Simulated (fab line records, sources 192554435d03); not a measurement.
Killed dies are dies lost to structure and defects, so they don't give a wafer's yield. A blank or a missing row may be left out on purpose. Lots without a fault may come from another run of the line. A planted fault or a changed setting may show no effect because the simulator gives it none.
Chamber matching | flow n5_finfet | N5_BEOL_M0_SAQP_ETCH_83 on rie_diel-04: 4 sister chambers
The step etches SiARC in CF4, target depth 39 nm, time 65 s. 7 wafers are shown with their chamber, then 7 later ones without.

WAFERS WITH THEIR CHAMBER
wafer  | chamber | throttle_valve_pct (%) | drypump_motor_current_A (A)
L079.4 | 1       | 15.32                  | 6.5
L083.2 | 0       | 16.14                  | 5.6
L087.2 | 2       | 16.03                  | 6.1
L087.6 | 1       | 15.34                  | 6.5
L088.5 | 3       | 15.60                  | 5.4
L091.2 | 3       | 15.60                  | 5.3
L091.4 | 2       | 16.01                  | 6.1

WAFERS WITHOUT THEIR CHAMBER
wafer  | throttle_valve_pct (%) | drypump_motor_current_A (A)
L091.6 | 15.64                  | 5.5
L090.1 | 15.35                  | 6.4
L090.5 | 16.02                  | 6.1
L090.6 | 15.60                  | 5.3
L094.4 | 16.05                  | 6.1
L094.5 | 15.62                  | 5.3
L094.6 | 16.04                  | 6.1

WHICH CHAMBER EACH WENT THROUGH
wafer  | from the rows above | in truth
L091.6 | 3                   | 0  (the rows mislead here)
L090.1 | 1                   | 1
L090.5 | 2                   | 2
L090.6 | 3                   | 3
L094.4 | 2                   | 2
L094.5 | 3                   | 3
L094.6 | 2                   | 2
Placed correctly: 6 of 7. Can't be placed from these rows: 0. Placed wrongly: 1.
How it was worked out, from the rows above alone: a wafer's distance from a chamber is the root of the sum, over the readings, of the square of ((its reading less the chamber's mean) divided by the reading's scatter). The wafer belongs to the nearest chamber; if the next one is less than 2 further off, it can't be placed. A chamber's mean is the mean of its shown wafers. The scatter: the root of (the sum of the squares of (reading less its chamber's mean) over the shown wafers, divided by (wafers less chambers)).
